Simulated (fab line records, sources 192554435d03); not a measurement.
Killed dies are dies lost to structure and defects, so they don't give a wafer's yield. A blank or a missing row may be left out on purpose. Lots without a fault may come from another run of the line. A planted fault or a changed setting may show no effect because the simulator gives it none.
Chamber matching | flow n5_finfet | N5_BEOL_M6_DEP_56 on pecvd-01: 3 sister chambers
The step deposits SiCN from 3MS/NH3, target thk 10 nm, time 17.5 s. 16 wafers are shown with their chamber, then 8 later ones without.

WAFERS WITH THEIR CHAMBER
wafer  | chamber | throttle_valve_pct (%) | showerhead_plenum_p_Torr (Torr) | chamber_pressure_Torr (Torr)
L076.3 | 0       | 9.5                    | 3.660                           | 3.002
L076.4 | 2       | 8.4                    | 3.671                           | 2.995
L076.5 | 0       | 9.7                    | 3.656                           | 3.014
L079.1 | 2       | 8.6                    | 3.668                           | 2.996
L079.2 | 1       | 9.2                    | 3.661                           | 2.992
L079.3 | 0       | 9.4                    | 3.650                           | 3.006
L083.1 | 1       | 9.2                    | 3.663                           | 2.990
L083.3 | 0       | 9.4                    | 3.652                           | 3.003
L083.5 | 2       | 8.7                    | 3.673                           | 3.002
L086.2 | 2       | 8.5                    | 3.676                           | 2.998
L086.3 | 1       | 9.3                    | 3.660                           | 2.996
L086.5 | 1       | 9.2                    | 3.660                           | 2.996
L087.1 | 2       | 8.4                    | 3.669                           | 3.006
L087.2 | 0       | 9.5                    | 3.648                           | 3.002
L087.5 | 0       | 9.4                    | 3.647                           | 2.998
L092.3 | 0       | 9.4                    | 3.654                           | 3.002

SIGNATURES (means of the wafers above)
reading                  | chamber 0 | chamber 1 | chamber 2 | scatter within a chamber
throttle_valve_pct       | 9.471     | 9.225     | 8.520     | 0.107
showerhead_plenum_p_Torr | 3.65243   | 3.66100   | 3.67140   | 0.00367
chamber_pressure_Torr    | 3.00386   | 2.99350   | 2.99940   | 0.0045
Rule: a wafer's distance from a chamber is the root of the sum, over the readings, of the square of ((its reading less the chamber's mean) divided by the reading's scatter). The wafer belongs to the nearest chamber; if the next one is less than 2 further off, it can't be placed. The scatter: the root of (the sum of the squares of (reading less its chamber's mean) over the shown wafers, divided by (wafers less chambers)).

WAFERS WITHOUT THEIR CHAMBER
wafer  | throttle_valve_pct (%) | showerhead_plenum_p_Torr (Torr) | chamber_pressure_Torr (Torr)
L092.4 | 9.2                    | 3.652                           | 3.003
L092.5 | 8.6                    | 3.680                           | 2.995
L094.1 | 9.0                    | 3.659                           | 2.996
L094.2 | 8.5                    | 3.667                           | 3.008
L094.6 | 9.4                    | 3.653                           | 3.010
L097.1 | 8.8                    | 3.676                           | 3.002
L097.2 | 9.3                    | 3.653                           | 3.001
L097.4 | 9.1                    | 3.637                           | 2.996

WHICH CHAMBER EACH WENT THROUGH
wafer  | from the rows above     | in truth
L092.4 | can't be placed: 0 or 1 | 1
L092.5 | 2                       | 2
L094.1 | 1                       | 1
L094.2 | 2                       | 2
L094.6 | 0                       | 0
L097.1 | 2                       | 2
L097.2 | can't be placed: 0 or 1 | 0
L097.4 | can't be placed: 0 or 1 | 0
Placed correctly: 5 of 8. Can't be placed from these rows: 3 (the true chamber is among the candidates in 3). Placed wrongly: 0.
